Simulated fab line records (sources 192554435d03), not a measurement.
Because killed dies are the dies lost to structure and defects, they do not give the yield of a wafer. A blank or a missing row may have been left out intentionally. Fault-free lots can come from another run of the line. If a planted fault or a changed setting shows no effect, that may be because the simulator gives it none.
3 desks, one fault + flow n5Finfet + every desk sees just its own numbers, and what lay behind them comes last

== AT THE TOOL OWNER'S DESK: implanter-02 ==
N5_WELL_APT_IMPLANT_15, tool's own readings: per-lot mean of the sampled wafers with a number, covering each lot this tool ran. If a lot's mean is further than 4 standard deviations from the usual mean, the lot is out of limits and carries the mark OUT (the distance appears in the brackets).
Columns: A = doseIonsCm2 at N5_WELL_APT_IMPLANT_15, usual 1.5e+13; B = faradayCurrentUA at N5_WELL_APT_IMPLANT_15, usual 191; C = rotationDeg at N5_WELL_APT_IMPLANT_15, usual 0.005 degrees
| lot  | first seen here | A                         | B             | C      |
|------|-----------------|---------------------------|---------------|--------|
| L631 | day 1 20:04     | 1.5e+13                   | 191           | -0.019 |
| L632 | day 2 02:03     | 1.5e+13                   | 188           | -0.004 |
| L635 | day 2 20:14     | 9.4e+12 (-99 or more) OUT | 118 (-21) OUT | 0.013  |
| L638 | day 3 14:06     | 9.4e+12 (-99 or more) OUT | 120 (-20) OUT | -0.005 |
| L647 | day 5 20:03     | 1.5e+13                   | 189           | -0.001 |
| L648 | day 6 02:14     | 1.5e+13                   | 191           | 0.007  |
| L652 | day 7 02:35     | 1.5e+13                   | 188           | -0.009 |
| L653 | day 7 08:18     | 1.5e+13                   | 193           | 0.022  |
Finding of this desk: L635, L638 out of limits; the first was L635 at day 2 20:14, on doseIonsCm2 at N5_WELL_APT_IMPLANT_15. Within limits: L631, L632, L647, L648, L652, L653.

== THE DEFECT DESK ==
What the inspections along the route counted, lot by lot: means of the sampled wafers that have a number. If a lot's mean is further than 4 standard deviations from the usual mean, the lot is out of limits and carries the mark OUT (the distance appears in the brackets).
Columns: A = rawDefectCount at N5_START_INSPECT_01, usual 5.9
| lot  | first seen here | A    |
|------|-----------------|------|
| L631 | day 1 18:02     | 7.7  |
| L632 | day 2 00:02     | 10.3 |
| L635 | day 2 18:02     | 4.7  |
| L636 | day 3 00:02     | 4.7  |
| L638 | day 3 12:02     | 6.0  |
| L643 | day 4 18:02     | 6.3  |
| L647 | day 5 18:02     | 6.7  |
| L648 | day 6 00:02     | 4.3  |
| L649 | day 6 06:02     | 8.7  |
| L652 | day 7 00:02     | 6.0  |
| L653 | day 7 06:02     | 5.0  |
Finding of this desk: none of the 11 lots has anything out of limits.

== FROM THE METROLOGY DESK ==
What the gauges read for every lot (on any tool): the sampled wafers with a number, averaged. If a lot's mean is further than 4 standard deviations from the usual mean, the lot is out of limits and carries the mark OUT (the distance appears in the brackets). Shown are 7 of the 12 readings it has, namely the first that went out of limits plus those furthest out on some lot.
Columns: A = cdNm at N5_ZERO_LAYER_CD_MEAS_11, usual 1999.3 nm; B = CJ_P at N5_BEOL_M4_RC_MEAS_101, usual 5.8; C = DIBL_N at N5_BEOL_M4_RC_MEAS_101, usual 36.0 mV/V; D = DIBL_P at N5_BEOL_M4_RC_MEAS_101, usual 36.2 mV/V; E = SS_N at N5_BEOL_M4_RC_MEAS_101, usual 71.5 mV/dec; F = SS_P at N5_BEOL_M4_RC_MEAS_101, usual 73.4 mV/dec; G = VT_P at N5_BEOL_M4_RC_MEAS_101, usual -250 mV
| lot  | first seen here | A      | B              | C    | D    | E    | F    | G    |
|------|-----------------|--------|----------------|------|------|------|------|------|
| L631 | day 1 18:38     | 1999.0 | 6.1            | 33.9 | 35.7 | 71.9 | 73.1 | -253 |
| L632 | day 2 00:38     | 2000.4 | 6.0            | 37.0 | 36.7 | 72.1 | 73.6 | -247 |
| L635 | day 2 18:46     | 1997.5 | 4.3 (-4.9) OUT | 39.8 | 40.4 | 72.8 | 74.8 | -248 |
| L636 | day 3 00:46     | 2000.7 | 5.4            | 35.3 | 35.2 | 71.2 | 72.9 | -252 |
| L638 | day 3 12:38     | 1996.1 | 4.7            | 35.7 | 35.4 | 71.4 | 73.8 | -256 |
| L643 | day 4 18:38     | 2001.0 | 5.7            | 36.2 | 36.9 | 71.9 | 73.5 | -248 |
| L647 | day 5 18:46     | 2001.8 | 5.7            | 38.0 | 37.9 | 71.8 | 73.9 | -251 |
| L648 | day 6 00:57     | 2003.5 | 5.9            | 35.4 | 36.9 | 71.4 | 73.8 | -246 |
| L649 | day 6 06:38     | 2000.8 | 6.0            | 33.6 | 32.9 | 70.9 | 72.7 | -253 |
| L652 | day 7 00:47     | 1997.8 | 6.1            | 38.1 | 37.8 | 72.0 | 73.6 | -247 |
| L653 | day 7 06:40     | 1996.3 | 6.0            | 35.5 | 36.4 | 70.9 | 74.0 | -256 |
This desk's result: L635 out of limits, first on L635 (CJ_P at N5_BEOL_M4_RC_MEAS_101), day 9 23:16. Within limits: L631, L632, L636, L638, L643, L647, L648, L649, L652, L653.

== BROUGHT TOGETHER ==
At day 2 20:14, on L635, L638, the tool owner's desk was in a position to raise an alarm.
Metrology desk: alarm possible at day 9 23:16 on L635.
No out-of-limits result turned up at the defect desk.
The defect desk has L635, L638 on record, within its limits.
The metrology desk has L638 on record, within its limits.
Of the lots named, all ran N5_WELL_APT_IMPLANT_15 on implanter-02.

== WHAT THE SIMULATOR HAD INSERTED ==
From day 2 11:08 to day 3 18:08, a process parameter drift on implanter-02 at N5_WELL_APT_IMPLANT_15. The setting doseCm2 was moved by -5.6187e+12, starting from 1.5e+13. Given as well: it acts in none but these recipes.
Shown lots that were struck: L635, L638.
Delay (hours) between the fault's onset and each desk's first out-of-limits reading: 9 at the tool owner's desk, 180 at the metrology desk.
